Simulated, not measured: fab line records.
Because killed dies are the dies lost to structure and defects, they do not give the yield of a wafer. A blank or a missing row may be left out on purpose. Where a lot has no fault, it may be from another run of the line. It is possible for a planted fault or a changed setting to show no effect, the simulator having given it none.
fab line records | flow n5Finfet
[record] lots = 8 wafers = 24 lastDay = 17
route steps=1938 shown BEOL_M4@1111 BEOL_M10@1490 PASSIVATION@1936
lots that met no fault: from a run of the same line without faults
startH: start of the lot's first displayed wafer, in hours after the record's first day | waitH: hours elapsed since this lot's preceding step | " repeats the value in the row above | L1.1+2: one row covering several wafers at once | - no value, or no start was given | * or withheld: withheld | < > ~ a bound
route shown NAME@n: NAME is a module with steps in the file, n the number in the route of the first one | usual: average and standard deviation across the fault-free wafers | same: alike in all rows | chamber/n: place in a boat | sites: readings site by site | _std_site: the values' standard deviation | _edge_site: the outer-site mean with the inner-site mean subtracted | radiusMm: for every site, how far away it sits from the centre of the wafer | mask NAME#n: copy n | behind: the tool/chamber that last shaped the wafer | hold: cause of the lot's hold/its duration in hours/its outcome | device: the n, p or np transistor that did not switch | end of line: at the end of the route, the tests of the same wafers | where a step has no rows: the recipe by itself | killed: the dies lost at the first sort to structure and to defects; this is not the yield of the wafer | map: shows each die of a wafer: x if killed, . if not, _ if none is there
set.NAME: the setting as run; set.NAME@STEP: as run at that earlier step | model.NAME: the simulator's own value behind a step, which no gauge read
one table for each step of the route and one row for each wafer, over a sample of lots
services: the hour from which a tool's chamber was out of use, counted from the record's first day as startH (under 0 if before that day), plus the number of hours and why
[[steps]]
[step N5_BEOL_M4_RC_MEAS_101]
[usual] DIBL_N = 36.5/1.7 DIBL_P = 36.3/2.1 IOFF_N = 0.16/0.036 IOFF_P = 0.21/0.037 ION_N = 676/12 ION_P = 462/7.6 SS_N = 71.5/0.68 SS_P = 73.3/0.63 VT_N = 249/3.5 VT_P = -250/3.5
// columns lot.wafer tool chamber startH waitH DIBL_N[mV/V] DIBL_P[mV/V] IOFF_N[nA/um] IOFF_P[nA/um] ION_N[uA/um] ION_P[uA/um] SS_N[mV/dec] SS_P[mV/dec] VT_N[mV] VT_P[mV]
L327.2 prober-02 0 184.13 0.2 37.9 37.5 0.20 0.24 697 470 71.8 73.1 243 -249
L327.3 " 0 " " 37.5 37.1 0.21 0.24 696 476 71.3 73.3 242 -247
L327.4 " 0 " " 36.5 36.5 0.18 0.22 685 471 71.8 72.8 245 -247
L333.1 prober-01 0 219.75 0.0 32.8 33.4 0.11 0.17 650 461 70.6 72.6 258 -251
L333.3 " 0 " " 34.0 34.9 0.12 0.19 660 457 70.8 72.3 252 -252
L333.6 " 0 " " 37.2 39.0 0.18 0.26 685 469 71.6 73.8 248 -244
L337.1 prober-01 0 246.90 0.0 35.1 33.4 0.11 0.14 662 449 71.0 72.6 252 -256
L337.2 " 0 " " 39.3 38.0 0.19 0.20 684 454 72.7 73.4 247 -254
L337.3 " 0 " " 36.9 36.1 0.15 0.18 673 459 71.5 73.1 248 -255
L338.3 prober-01 0 251.34 0.3 34.2 35.5 0.12 0.17 664 455 70.5 73.1 252 -254
L338.5 " 0 " " 36.2 37.2 0.15 0.19 677 457 70.7 73.5 249 -250
L338.6 " 0 " " 36.8 38.8 0.18 0.22 686 465 71.7 74.0 247 -250
L340.1 prober-02 0 251.60 0.0 38.1 39.7 0.23 0.26 695 469 73.0 73.4 244 -248
L340.4 " 0 " " 35.3 36.3 0.17 0.21 685 467 71.8 73.4 250 -250
L340.5 " 0 " " 36.1 37.3 0.19 0.22 688 466 71.5 73.4 248 -252
L345.1 prober-01 0 284.40 0.2 34.3 33.5 0.11 0.15 657 452 71.1 72.8 255 -257
L345.2 " 0 " " 34.4 33.2 0.11 0.14 643 441 70.9 72.3 261 -260
L345.5 " 0 " " 37.6 38.1 0.17 0.21 670 459 71.1 73.7 250 -251
L346.1 prober-02 0 289.05 0.0 37.4 38.3 0.16 0.22 676 461 71.4 74.0 251 -249
L346.2 " 0 " " 36.9 37.2 0.16 0.21 682 461 70.6 73.2 250 -251
L346.4 " 0 " " 37.0 37.3 0.16 0.21 667 463 71.3 72.6 250 -248
L347.1 prober-01 0 293.40 0.0 35.0 34.1 0.12 0.17 665 457 71.3 72.2 252 -251
L347.3 " 0 " " 35.4 34.3 0.12 0.17 669 455 71.1 72.6 252 -255
L347.6 " 0 " " 38.7 38.4 0.18 0.23 678 464 72.1 74.3 247 -248
[step N5_BEOL_M10_STRIP_67]
[recipe] chemistry = CF4 resist = SiARC powerW = 300 biasPowerW = 75 pressureMtorr = 50 cf4FlowSccm = 150 rfFrequencyHz = 6e+07
[usual] drypumpMotorCurrentA = 5.7/0.33 oesProductAu = 0.78/0.1 rfVppV = 271.2/1.6 showerheadPlenumPTorr = 1.80/0.066 throttleValvePct = 13.62/0.26
// columns lot.wafer tool chamber startH waitH drypumpMotorCurrentA oesProductAu rfHoursCounterH rfVppV showerheadPlenumPTorr throttleValvePct
L327.2 rieDiel-03 1 232.12 0.0 5.3 0.69 210 271.8 1.85 13.72
L327.3 " 0 " " 5.5 0.75 169 269.7 1.72 13.68
L327.4 " 2 " " 6.1 0.70 242 270.6 1.78 13.67
L333.1 rieDiel-02 0 269.06 0.0 5.6 0.68 247 272.2 1.79 13.81
L333.3 " 1 " " 5.9 0.70 241 271.4 1.85 14.00
L333.6 " 1 " " 5.9 0.71 - 273.0 1.85 14.01
L338.3 rieDiel-06 3 303.11 0.0 5.2 0.71 212 270.8 1.71 13.53
L338.5 " 3 " " 5.2 0.71 - 269.5 1.71 13.55
L338.6 " 0 " " 5.8 0.71 - 272.6 1.84 13.79
L337.1 rieDiel-02 2 303.39 0.0 5.4 0.96 15 269.8 1.77 13.19
L337.2 " 3 " " 5.6 0.69 257 270.5 1.76 14.21
L337.3 " 1 " " 5.9 0.70 256 272.2 1.85 14.02
L340.1 rieDiel-03 1 303.44 0.0 5.3 0.67 239 272.9 1.84 13.77
L340.4 " 2 " " 6.1 0.93 5 270.1 1.78 13.14
L340.5 " 0 " " 5.6 0.73 - 269.3 1.71 13.74
L346.1 rieDiel-03 3 337.96 0.0 5.9 0.79 108 272.1 1.89 13.59
L346.2 " 2 " " 6.1 0.90 16 270.5 1.78 13.17
L346.4 " 3 " " 5.9 0.80 - 271.9 1.89 13.59
L345.1 rieDiel-02 2 342.19 0.0 5.4 0.90 35 270.7 1.76 13.24
L345.2 " 1 " " 5.8 0.98 5 272.0 1.85 13.44
L345.5 " 0 " " 5.6 0.91 - 269.0 1.78 13.30
L347.1 rieDiel-06 3 343.47 0.0 5.3 0.69 230 269.4 1.70 13.57
L347.3 " 1 " " 5.4 0.95 9 271.7 1.76 13.43
L347.6 " 2 " " 6.2 0.86 - 273.8 1.90 13.47
[step N5_BEOL_M10_INSPECT_30]
[recipe] mode = adi inspectInstrument = brightfield
[usual] rawDefectCount = 430/90
// columns lot.wafer tool chamber startH waitH rawDefectCount
L327.2 defectInspect-02 - 232.85 0.0 333
L327.3 " - " " 265
L327.4 " - " " 425
L333.1 defectInspect-01 - 270.22 0.0 476
L333.3 " - " " 351
L333.6 " - " " 313
L338.3 defectInspect-02 - 303.75 0.0 322
L338.5 " - " " 381
L338.6 " - " " 384
L337.1 defectInspect-01 - 304.70 0.0 388
L337.2 " - " " 282
L337.3 " - " " 368
L340.1 defectInspect-01 - 304.87 0.0 323
L340.4 " - " " 507
L340.5 " - " " 377
L346.1 defectInspect-01 - 340.51 0.0 552
L346.2 " - " " 493
L346.4 " - " " 415
L347.1 defectInspect-01 - 344.34 0.0 385
L347.3 " - " " 490
L347.6 " - " " 341
L345.1 defectInspect-02 - 344.51 0.0 631
L345.2 " - " " 797
L345.5 " - " " 661
[step N5_BEOL_M10_ETCH_66]
[recipe] chemistry = N2/H2 target = SOC targetDepthA = 1200 overetchA = 240 maskMaterial = SiARC tempC = 40 timeS = 180 ionEnergyEv = 200 pressureMtorr = 30 sourceW = 840 biasW = 150 n2FlowSccm = 200 h2FlowSccm = 200
[usual] biasW = 149.9/0.41 chamberPressureMTorr = 29.998/0.029 drypumpMotorCurrentA = 5.7/0.35 oesProductAu = 0.63/0.078 rfVppV = 524.1/2.8 showerheadPlenumPTorr = 2.56/0.1 throttleValvePct = 17.87/0.26
// columns lot.wafer tool chamber startH waitH biasW chamberPressureMTorr drypumpMotorCurrentA oesProductAu rfHoursCounterH rfVppV showerheadPlenumPTorr throttleValvePct
L327.2 rieDiel-06 1 233.00 0.0 149.3 29.949 5.4 0.58 224 521.7 2.52 18.22
L327.3 " 0 " " 149.0 30.002 5.8 0.58 195 526.5 2.64 18.04
L327.4 " 2 " " 149.4 30.004 6.3 0.75 12 528.2 2.72 17.58
L333.1 rieDiel-03 3 270.34 0.0 150.3 30.014 5.9 0.67 82 527.4 2.68 17.80
L333.3 " 0 " " 149.8 29.963 5.5 0.60 182 520.9 2.44 18.12
L333.6 " 3 " " 150.5 30.029 5.9 0.66 - 527.3 2.68 17.81
L338.3 rieDiel-06 3 303.87 0.0 - - - - - - - -
L338.5 " 0 " " - - - - - - - -
L338.6 " 3 " " - - - - - - - -
L337.1 rieDiel-03 2 304.91 0.0 - - - - - - - -
L337.2 " 0 " " - - - - - - - -
L337.3 " 1 " " - - - - - - - -
L340.1 rieDiel-06 3 304.99 0.0 - - - - - - - -
L340.4 " 2 " " - - - - - - - -
L340.5 " 3 " " - - - - - - - -
L346.1 rieDiel-06 3 340.63 0.0 150.4 30.021 5.2 0.56 229 519.7 2.40 17.73
L346.2 " 0 " " 150.3 29.999 5.8 0.57 240 527.3 2.62 18.12
L346.4 " 1 " " 149.9 29.968 5.4 0.77 8 521.1 2.50 17.80
L347.1 rieDiel-06 3 344.46 0.0 150.2 29.991 5.2 0.56 230 522.4 2.40 17.72
L347.3 " 1 " " 149.8 30.018 5.5 0.76 9 522.9 2.50 17.78
L347.6 " 1 " " 150.0 29.980 5.4 0.76 - 522.1 2.50 17.80
L345.1 rieDiel-03 2 344.91 0.0 149.9 30.003 6.1 0.72 18 522.9 2.49 17.50
L345.2 " 0 " " 149.8 29.995 5.6 0.59 210 519.9 2.43 18.19
L345.5 " 3 " " 150.1 30.142 5.9 0.64 - 525.8 2.67 17.85
[step N5_BEOL_M10_VIA_ETCH_34]
[recipe] chemistry = C4F6/O2 target = SiCOH_lowk targetDepthA = 1845 maskMaterial = SOC taperDeg = 4 timeS = 69.2 ionEnergyEv = 250 pressureMtorr = 30 sourceW = 345 biasW = 185 Ar_flow_sccm = 300 C4F6_flow_sccm = 10 O2_flow_sccm = 10
[usual] C4F6_flow_sccm = 10.001/0.029 O2_flow_sccm = 10.003/0.029 biasW = 185.0/0.5 drypumpMotorCurrentA = 5.7/0.35 oesProductAu = 0.78/0.1 rfVppV = 662/12 showerheadPlenumPTorr = 2.85/0.11 throttleValvePct = 20.88/0.24
// columns lot.wafer tool chamber startH waitH C4F6_flow_sccm O2_flow_sccm biasW drypumpMotorCurrentA oesProductAu rfHoursCounterH rfVppV showerheadPlenumPTorr throttleValvePct
L327.2 rieDiel-06 1 233.12 0.0 9.994 9.978 185.1 5.4 0.71 224 691 2.82 21.29
L327.3 " 0 " " 10.000 9.962 185.6 5.8 0.72 195 657 2.94 21.07
L327.4 " 2 " " 10.006 10.017 184.6 6.3 0.93 12 664 3.04 20.79
L333.1 rieDiel-03 3 270.47 0.0 10.028 10.004 185.3 5.9 0.81 82 672 2.97 20.71
L333.3 " 0 " " 10.019 10.032 186.0 5.5 0.73 182 659 2.72 20.98
L333.6 " 3 " " 9.996 9.998 185.3 5.9 0.81 - 672 2.97 20.71
L338.3 rieDiel-06 3 303.99 0.0 10.012 10.012 185.3 5.3 0.26 212 653 2.69 20.50
L338.5 " 0 " " 10.028 9.995 183.8 5.8 0.26 - 659 2.93 20.94
L338.6 " 3 " " 9.996 10.029 185.4 5.3 0.26 - 655 2.69 20.50
L337.1 rieDiel-03 2 305.03 0.0 10.038 9.998 184.7 6.1 0.34 5 649 2.80 20.33
L337.2 " 0 " " 9.992 9.998 184.9 5.6 0.28 197 657 2.71 20.81
L337.3 " 1 " " 10.056 9.979 184.9 5.3 0.26 239 641 2.90 20.76
L340.1 rieDiel-06 3 305.11 0.0 10.025 10.004 185.3 5.2 0.26 213 652 2.69 20.50
L340.4 " 2 " " 9.987 9.976 185.6 6.3 0.33 - 663 3.03 20.65
L340.5 " 3 " " 10.052 10.003 185.5 5.2 0.26 - 654 2.69 20.50
L346.1 rieDiel-06 3 340.75 0.0 10.022 9.992 185.5 5.2 0.70 229 654 2.69 20.67
L346.2 " 0 " " 10.021 10.012 185.6 5.8 0.69 240 657 2.92 21.13
L346.4 " 1 " " 10.031 9.961 185.0 5.4 0.96 8 691 2.81 20.93
L347.1 rieDiel-06 3 344.58 0.0 9.980 9.998 184.7 5.2 0.69 230 655 2.69 20.67
L347.3 " 1 " " 10.029 10.035 185.3 5.4 0.94 9 691 2.81 20.92
L347.6 " 1 " " 10.015 10.022 185.2 5.4 0.95 - 692 2.81 20.92
L345.1 rieDiel-03 2 345.04 0.0 9.991 10.022 184.5 6.1 0.89 18 651 2.80 20.52
L345.2 " 0 " " 10.010 10.004 184.2 5.6 0.72 210 659 2.71 21.00
L345.5 " 3 " " 10.007 9.984 184.7 5.9 0.80 - 671 2.96 20.76
[step N5_BEOL_M10_TRENCH_ETCH_37]
[recipe] chemistry = C4F6/O2 targetDepthA = 1488.3 target = SiCOH_lowk timeS = 48 ionEnergyEv = 250 pressureMtorr = 30 sourceW = 345 biasW = 185 Ar_flow_sccm = 300 C4F6_flow_sccm = 10 O2_flow_sccm = 10
[usual] C4F6_flow_sccm = 9.997/0.028 O2_flow_sccm = 10.00/0.031 biasW = 185.0/0.53 drypumpMotorCurrentA = 5.7/0.34 oesProductAu = 0.78/0.099 rfVppV = 662/12 showerheadPlenumPTorr = 2.85/0.11 throttleValvePct = 20.91/0.24
// columns lot.wafer tool chamber startH waitH C4F6_flow_sccm O2_flow_sccm biasW drypumpMotorCurrentA oesProductAu rfHoursCounterH rfVppV showerheadPlenumPTorr throttleValvePct
L327.2 rieDiel-06 1 - - 10.031 10.02 185.2 5.5 0.71 224 691 2.82 21.32
L327.3 " 0 " " 10.011 9.97 185.1 5.8 0.72 195 658 2.94 21.09
L327.4 " 2 " " 9.975 10.05 184.6 6.3 0.92 12 664 3.04 20.82
L333.1 rieDiel-03 3 - - 10.032 10.00 185.1 5.9 0.81 82 670 2.97 20.73
L333.3 " 0 " " 10.007 10.01 185.3 5.5 0.74 182 660 2.72 20.99
L333.6 " 3 " " 9.987 9.97 184.0 5.9 0.81 - 674 2.97 20.74
L338.3 rieDiel-06 3 - - 9.961 10.01 185.3 5.2 0.70 212 654 2.69 20.68
L338.5 " 0 " " 10.034 10.05 185.4 5.8 0.70 - 658 2.93 21.13
L338.6 " 3 " " 9.979 9.99 184.7 5.2 0.70 - 652 2.69 20.68
L337.1 rieDiel-03 2 - - 9.956 10.01 185.3 6.1 0.92 5 649 2.80 20.51
L337.2 " 0 " " 10.009 9.99 185.1 5.6 0.73 197 659 2.71 21.01
L337.3 " 1 " " 10.007 10.09 185.0 5.3 0.67 239 641 2.90 20.93
L340.1 rieDiel-06 3 - - 9.966 10.00 184.4 5.2 0.70 213 655 2.69 20.67
L340.4 " 2 " " 9.993 10.02 185.2 6.2 0.89 - 663 3.03 20.85
L340.5 " 3 " " 9.993 10.03 184.7 5.3 0.70 - 654 2.69 20.67
L346.1 rieDiel-06 3 - - 9.959 10.01 184.3 5.2 0.69 229 654 2.69 20.72
L346.2 " 0 " " 9.969 10.01 185.8 5.8 0.69 240 658 2.92 21.17
L346.4 " 1 " " 10.002 9.97 184.7 5.4 0.96 8 690 2.81 20.96
L347.1 rieDiel-06 3 - - 9.952 10.01 185.5 5.2 0.69 230 653 2.69 20.72
L347.3 " 1 " " 9.998 10.03 185.1 5.4 0.96 9 692 2.81 20.96
L347.6 " 1 " " 9.937 10.06 184.0 5.4 0.96 - 692 2.81 20.96
L345.1 rieDiel-03 2 - - 9.982 10.01 185.4 6.1 0.88 18 650 2.80 20.53
L345.2 " 0 " " 10.013 9.94 185.5 5.5 0.73 210 658 2.71 21.03
L345.5 " 3 " " 10.006 10.03 185.5 5.9 0.79 - 671 2.96 20.77
[step N5_PASSIVATION_PROBE_49]
[usual] defectLimitedYield = 91.4/1.5 killed_at_M0_to_M3 = 34/12 killed_at_M4_up = 12/4.9 killedAtContacts = 13/7.2 killedAtFrontEnd = 39/12 killedAtOther = 3.7/2.9 killedDies = 101/18 killedOnRim = 13/4 killedOpen = 67/14 killedShort = 33/7.2 sort_bin_5_function = 5.1/0.97 sort_bin_6_memory = 3.2/0.67 sortNPass = 1079/17 sortYieldPct = 91.4/1.5
[same] grossDies = 1180 killedAtBackSide = 0 sort_bin_4_leakage[%] = 0 sort_bin_8_speed[%] = 0
// columns lot.wafer tool chamber startH waitH defectLimitedYield[%] killed_at_M0_to_M3 killed_at_M4_up killedAtContacts killedAtFrontEnd killedAtOther killedDies killedOnRim killedOpen killedShort sort_bin_5_function[%] sort_bin_6_memory[%] sortNPass sortYieldPct[%]
L337.1 prober-02 - 356.61 0.0 0 24 1117 4 35 0 1180 152 58 24 97.0 2.6 0 0
L337.2 prober-02 - 356.66 0.1 0 38 1076 18 44 4 1180 152 76 39 96.3 3.4 0 0
L337.3 prober-02 - 356.71 0.1 0 17 1114 17 28 4 1180 152 60 25 96.6 3.0 0 0
L338.3 prober-01 - 356.96 0.1 0 21 1092 11 42 14 1180 152 72 26 97.1 2.6 0 0
L338.5 prober-01 - 357.06 0.2 0 34 1106 12 25 3 1180 152 50 30 97.4 2.5 0 0
L338.6 prober-01 - 357.11 0.3 0 37 1087 12 35 9 1180 152 69 31 96.1 3.8 0 0
L340.1 prober-02 - 362.32 0.0 0 25 1085 15 54 1 1180 152 66 44 96.1 3.6 0 0
L340.4 prober-02 - 362.47 0.2 0 30 1106 9 34 1 1180 152 46 37 96.6 3.1 0 0
L340.5 prober-02 - 362.52 0.2 0 14 1115 4 43 4 1180 152 51 25 97.5 2.2 0 0
// killed by level:class
L337.1 BEOL_M10:areaEtch=1097 BEOL_M1:geometricParticle:open=12 BEOL_M4:geometricParticle:open=11 FIN_SAQP:geometricParticle:open=8 GATE_CUT:geometricParticle:short=6 DUMMY_GATE:geometricParticle:open=5 BEOL_M0_SAQP:geometricParticle:short=5 FIN_SAQP:geometricParticle:short=4
L337.2 BEOL_M10:areaEtch=1062 MOL_CONTACT_COAG:geometricParticle:open=13 BEOL_M0_SAQP:geometricParticle:short=13 BEOL_M4:geometricParticle:open=10 BEOL_M0_SAQP:geometricParticle:open=10 FIN_SAQP:geometricParticle:open=8 STI_FIN_REVEAL:geometricParticle:open=7 GATE_CUT:geometricParticle:short=6
L337.3 BEOL_M10:areaEtch=1095 MOL_CONTACT_COAG:geometricParticle:open=15 BEOL_M4:geometricParticle:open=10 STI_FIN_REVEAL:geometricParticle:open=9 GATE_CUT:geometricParticle:short=6 BEOL_M0_SAQP:geometricParticle:short=5 BEOL_M3:geometricParticle:open=5 GATE_CUT:geometricParticle:open=4
L338.3 BEOL_M10:areaEtch=1082 STI_FIN_REVEAL:geometricParticle:open=12 MOL_CONTACT_COAG:geometricParticle:open=10 FIN_SAQP:geometricParticle:open=7 BEOL_M0_SAQP:geometricParticle:open=6 MIM_TOP:geometricParticle:open=6 FIN_SAQP:geometricParticle:short=5 GATE_CUT:geometricParticle:open=5
L338.5 BEOL_M10:areaEtch=1099 MOL_CONTACT_COAG:geometricParticle:open=10 BEOL_M0_SAQP:geometricParticle:short=10 GATE_CUT:geometricParticle:open=5 GATE_CUT:geometricParticle:short=5 BEOL_M0_SAQP:geometricParticle:open=5 BEOL_M3:geometricParticle:open=5 STARTING-WAFER:geometricParticle:open=4
L338.6 BEOL_M10:areaEtch=1080 BEOL_M0_SAQP:geometricParticle:open=13 BEOL_M3:geometricParticle:open=13 FIN_SAQP:geometricParticle:open=12 MOL_CONTACT_COAG:geometricParticle:open=9 BEOL_M0_SAQP:geometricParticle:short=6 FIN_SAQP:geometricParticle:short=5 MIM_TOP:geometricParticle:open=5
L340.1 BEOL_M10:areaEtch=1070 FIN_SAQP:geometricParticle:open=13 FIN_SAQP:geometricParticle:short=12 STI_FIN_REVEAL:geometricParticle:open=9 MOL_CONTACT_COAG:geometricParticle:open=9 BEOL_M4:geometricParticle:open=7 MOL_CONTACT_COAG:geometricParticle:short=6 BEOL_M0_SAQP:geometricParticle:short=6
L340.4 BEOL_M10:areaEtch=1095 BEOL_M0_SAQP:geometricParticle:short=13 FIN_SAQP:geometricParticle:open=7 MOL_CONTACT_COAG:geometricParticle:open=7 FIN_SAQP:geometricParticle:short=6 BEOL_M0_SAQP:geometricParticle:open=5 STI_FIN_REVEAL:geometricParticle:open=4 BEOL_M2:geometricParticle:open=4
L340.5 BEOL_M10:areaEtch=1104 FIN_SAQP:geometricParticle:open=18 FIN_SAQP:geometricParticle:short=8 BEOL_M3:geometricParticle:open=7 GATE_CUT:geometricParticle:short=4 BEOL_M10:geometricParticle:open=4 STI_FIN_REVEAL:geometricParticle:open=3 MOL_CONTACT_COAG:geometricParticle:open=3
[[services]]
// columns tool chamber startH hours kind
rieDiel-03 3 225.89 3.9 repair
rieDiel-02 2 241.87 - clean
rieDiel-02 2 241.87 - consumableReplace:focusRing
rieDiel-02 2 241.87 24.2 scheduledDown
rieDiel-02 2 241.87 24.2 ventCycle
rieDiel-03 2 256.56 - clean
rieDiel-03 2 256.56 - consumableReplace:focusRing
rieDiel-03 2 256.56 32.4 scheduledDown
rieDiel-03 2 256.56 32.4 ventCycle
rieDiel-06 2 279.68 6.7 repair
rieDiel-02 0 290.62 - clean
rieDiel-02 0 290.62 - consumableReplace:focusRing
rieDiel-02 0 290.62 26.0 scheduledDown
rieDiel-02 0 290.62 26.0 ventCycle
rieDiel-06 1 303.13 - clean
rieDiel-06 1 303.13 - consumableReplace:focusRing
rieDiel-06 1 303.13 17.1 scheduledDown
rieDiel-06 1 303.13 17.1 ventCycle
rieDiel-02 1 316.83 - clean
rieDiel-02 1 316.83 - consumableReplace:focusRing
rieDiel-03 1 337.73 - clean
rieDiel-03 1 337.73 - consumableReplace:focusRing
rieDiel-03 1 337.73 17.7 scheduledDown
rieDiel-03 1 337.73 17.7 ventCycle
[[key]]
[firstSign] step = N5_BEOL_M10_ETCH_66 reading = toolRecord direction = missing
[effect] step = N5_BEOL_M10_VIA_ETCH_34 reading = oesProductAu direction = down sigmas = 5 usual = 0.78 struck = 0.28
[effect] step = N5_PASSIVATION_PROBE_49 reading = killed_at_M4_up direction = up sigmas = 99+ usual = 12 struck = 1100
[moreKillsBornAt] N5_BEOL_M10_ETCH_66@rieDiel-06 = 6530 N5_BEOL_M10_ETCH_66@rieDiel-03 = 3254
metAt N5_BEOL_M10_ETCH_66
struckLots L337,L338,L340
laterRowsLeftOut L337.1,L337.2,L337.3,L338.3,L338.5,L338.6,L340.1,L340.4,L340.5
notActingAt N5_BEOL_M10_STRIP_67,N5_BEOL_M10_INSPECT_30,N5_BEOL_M10_TRENCH_ETCH_37
onsetBetween 270.34 303.87
[fault] kind = skippedStepWhole tool = rieDiel-03,rieDiel-06 chamber = - onsetH = 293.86 steps = N5_BEOL_M10_ETCH_66 scope = struckLotsOnly
// laterRowsLeftOut: the simulator's readings of these wafers behind a module that went badly wrong aren't trusted and aren't shown, but for the sort
